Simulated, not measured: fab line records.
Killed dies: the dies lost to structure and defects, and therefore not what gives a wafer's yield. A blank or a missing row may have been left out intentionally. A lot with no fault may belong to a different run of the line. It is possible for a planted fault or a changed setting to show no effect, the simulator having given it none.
Lot-split experiment | flow n5-finfet | 7 lots, 21 wafers read, on a route of 1938 steps

THE SPLIT
At N5_BEOL_M0_SAQP_SPACER2_ALD_26 (deposits SiO2, target thk 15 nm, pulse time 1 s, purge time 2 s), the setting target-thk-a was moved away from the recipe's 150 angstrom on 7 of the 21 wafers read, by -11.4% to +9.6%. All remaining wafers had this setting at the recipe value.

FROM THE SPLIT TO THE READING: what the file shows between them, 2 steps
- N5_BEOL_M0_SAQP_SPACER2_ETCHBACK_27: etches SiO2 in CHF3/O2, target depth 22.5 nm, time 11.25 s
- N5_BEOL_M0_SAQP_MANDREL2_REMOVE_110: chemistry HBr/Cl2/O2, target a-Si, stops on SiCN, bt time 10 s

THE READING
At N5_BEOL_M0_SAQP_CD_MEAS_29: cd-nm in nanometres, against a target cd of 14.4 nm. Fault-free wafers of this fab line usually give 14.96 nm, standard deviation 0.23 nm.

wafer  | tool, chamber at the split | target-thk-a as run, angstrom | against the recipe | cd-nm, nm | against lot-mates on the recipe
L074.1 | ald-sin-03, 0,3,3          | 150                           | recipe             | 14.74     | -
L074.4 | ald-sin-03, 0,3,3          | 150                           | recipe             | 15.34     | -
L074.5 | ald-sin-03, 0,3,3          | 150                           | recipe             | 14.81     | -
L075.3 | ald-sin-04, 2              | 150                           | recipe             | 14.98     | -
L075.4 | ald-sin-04, 0              | 150                           | recipe             | 14.96     | -
L075.5 | ald-sin-04, 0              | 150                           | recipe             | 14.96     | -
L085.2 | ald-sin-03, 1,2            | 132.9                         | -11.4%             | 13.08     | -1.65
L085.3 | ald-sin-03, 0              | 150                           | recipe             | 14.73     | -
L085.4 | ald-sin-03, 1,2            | 132.9                         | -11.4%             | 13.16     | -1.57
L086.2 | ald-sin-02, 2              | 150                           | recipe             | 15.17     | -
L086.3 | ald-sin-02, 1,0            | 164.4                         | +9.6%              | 16.37     | +1.20
L086.4 | ald-sin-02, 1,0            | 164.4                         | +9.6%              | 16.68     | +1.51
L089.2 | ald-sin-03, 3,0            | 136.2                         | -9.2%              | 14.01     | -1.32
L089.4 | ald-sin-03, 2              | 150                           | recipe             | 15.33     | -
L089.5 | ald-sin-03, 3,0            | 136.2                         | -9.2%              | 13.55     | -1.78
L095.3 | ald-sin-04, 1,0            | 150                           | recipe             | 14.94     | -
L095.4 | ald-sin-04, 3              | 136.2                         | -9.2%              | 13.48     | -1.51
L095.5 | ald-sin-04, 1,0            | 150                           | recipe             | 15.04     | -
L096.3 | ald-sin-03, 1,2            | 150                           | recipe             | 14.65     | -
L096.5 | ald-sin-03, 1,2            | 150                           | recipe             | 15.08     | -
L096.6 | ald-sin-03, 1              | 150                           | recipe             | 14.87     | -
The file does not say which wafer passed through which chamber wherever a row lists several chambers: such a row stands for several wafers.

THE FIT
A straight line over all 21 wafers: cd-nm changes by +0.155 nm for each +1% of target-thk-a; r = +0.97; the points scatter about the line by 0.21 nm.
The same after taking each lot's own level away (the mean of its wafers on the recipe; 21 wafers): +0.15 nm for each +1%; r = +0.98; scatter 0.17 nm.
That fit puts the effect of the largest move of target-thk-a on the reading at 1.7 nm.
The lots' own levels span 14.730 to 15.330 nm, that is 2.6 times the standard deviation above.
The two slopes agree, so the slope changes little with the lot-to-lot level.
Check: -1.75 nm against its lot-mates is what the line predicts for one of the wafers moved furthest among these (-11.4%) when that wafer is left out of the fit. Against them it came out at -1.65 nm.

THE OTHER SPLITS THESE WAFERS WENT THROUGH
Other splits were also applied to these wafers ahead of the reading. Each is held against what the fit with the lots' levels taken away leaves over:
other split on the same wafers               | wafers away from the commonest value | r with cd-nm (lot level and that fit taken away)
N5_HKMG_FIN_COAT_06 spin-rpm                 | 8                                    | -0.29
N5_HKMG_FIN_EXPOSE_09 dose-mj                | 5                                    | -0.19
N5_MOL_CONTACT_COAG_ETCH_105 bias-w          | 8                                    | +0.18
N5_MOL_CONTACT_COAG_CONTACT_ETCH_14 source-w | 4                                    | -0.36
N5_MOL_CONTACT_COAG_ALD_27 ald-cycles        | 10                                   | -0.03
N5_BEOL_M0_SAQP_ETCH_106 target-depth-a      | 3                                    | -0.16

THE WHOLE CHAIN: every reading that the file lists as answering this split, in the file's order
step                                | what it does                                                            | reading                                                                                     | change (the file's fit)               | r (the file's)
N5_BEOL_M0_SAQP_SPACER2_ALD_26      | deposits SiO2, target thk 15 nm, pulse time 1 s, purge time 2 s         | SiO2_of_BEOL_M0_SAQP_SPACER2_ALD_26.thk-nm (the simulator's own value, which no gauge read) | +0.147 nm for each +1% of the setting | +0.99
N5_BEOL_M0_SAQP_MANDREL2_REMOVE_110 | chemistry HBr/Cl2/O2, target a-Si, stops on SiCN, bt time 10 s          | BEOL_M0_SAQP.cd-nm (the simulator's own value, which no gauge read)                         | +0.152 nm for each +1% of the setting | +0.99
N5_BEOL_M0_SAQP_CD_MEAS_29          | target cd 14.4 nm                                                       | cd-nm                                                                                       | +0.152 nm for each +1% of the setting | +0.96
N5_BEOL_M0_CUTY_ETCH_63             | etches SOC in N2/H2, target depth 82.7 nm, overetch 16.5 nm, time 124 s | SiO2_of_BEOL_M0_SAQP_SPACER2_ALD_26.thk-nm (the simulator's own value, which no gauge read) | +0.16 nm for each +1% of the setting  | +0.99
N5_BEOL_M0_HM_OPEN_105              | chemistry Cl2/BCl3, target TiN, target depth 12 nm                      | SiO2_of_BEOL_M0_SAQP_SPACER2_ALD_26.thk-nm (the simulator's own value, which no gauge read) | +0.119 nm for each +1% of the setting | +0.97

THE FILE'S OWN FIT
cd-nm changes by +0.152 nm for each +1% of target-thk-a, r = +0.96.
